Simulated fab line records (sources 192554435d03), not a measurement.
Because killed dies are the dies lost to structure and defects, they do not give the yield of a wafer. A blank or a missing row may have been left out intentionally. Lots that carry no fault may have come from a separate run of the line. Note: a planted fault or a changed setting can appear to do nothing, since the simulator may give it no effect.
Chamber matching    flow n5_finfet    4 sister chambers for N5_BEOL_M13_ETCH_68 on rie_diel-06
The step etches SOC in N2/H2, time 355 s. 8 wafers are shown with their chamber, then 10 later ones without.

## WAFERS WITH THEIR CHAMBER
wafer   chamber  drypump_motor_current_A (A)  showerhead_plenum_p_Torr (Torr)
L082.1  2        5.4                          2.66
L085.1  3        5.9                          2.32
L085.5  0        5.6                          2.58
L089.3  3        5.9                          2.31
L089.4  0        5.7                          2.58
L089.6  1        4.7                          2.48
L090.4  1        4.7                          2.48
L090.5  2        5.4                          2.65

## WAFERS MISSING THEIR CHAMBER
wafer   drypump_motor_current_A (A)  showerhead_plenum_p_Torr (Torr)
L090.6  5.7                          2.58
L092.2  5.9                          2.31
L092.4  5.6                          2.58
L092.5  5.9                          2.31
L094.2  4.7                          2.47
L094.4  5.9                          2.31
L094.6  5.4                          2.65
L095.1  4.7                          2.47
L095.3  5.9                          2.31
L095.5  5.7                          2.58

## WHICH CHAMBER EACH ONE RAN IN
wafer   from the rows above  in truth
L090.6  0                    0
L092.2  3                    3
L092.4  0                    0
L092.5  3                    3
L094.2  1                    1
L094.4  3                    3
L094.6  2                    2
L095.1  1                    1
L095.3  3                    3
L095.5  0                    0
Correctly placed: 10 of 10. Can't be placed from these rows: 0. Wrongly placed: 0.
How it was worked out, from the rows above alone: a wafer's distance from a chamber is the root of the sum, over the readings, of the square of ((its reading less the chamber's mean) divided by the reading's scatter). The wafer belongs to the nearest chamber; if the next one is less than 2 further off, it can't be placed. For every chamber, the mean is computed from those of its wafers that are shown. The scatter: the root of (the sum of the squares of (reading less its chamber's mean) over the shown wafers, divided by (wafers less chambers)).
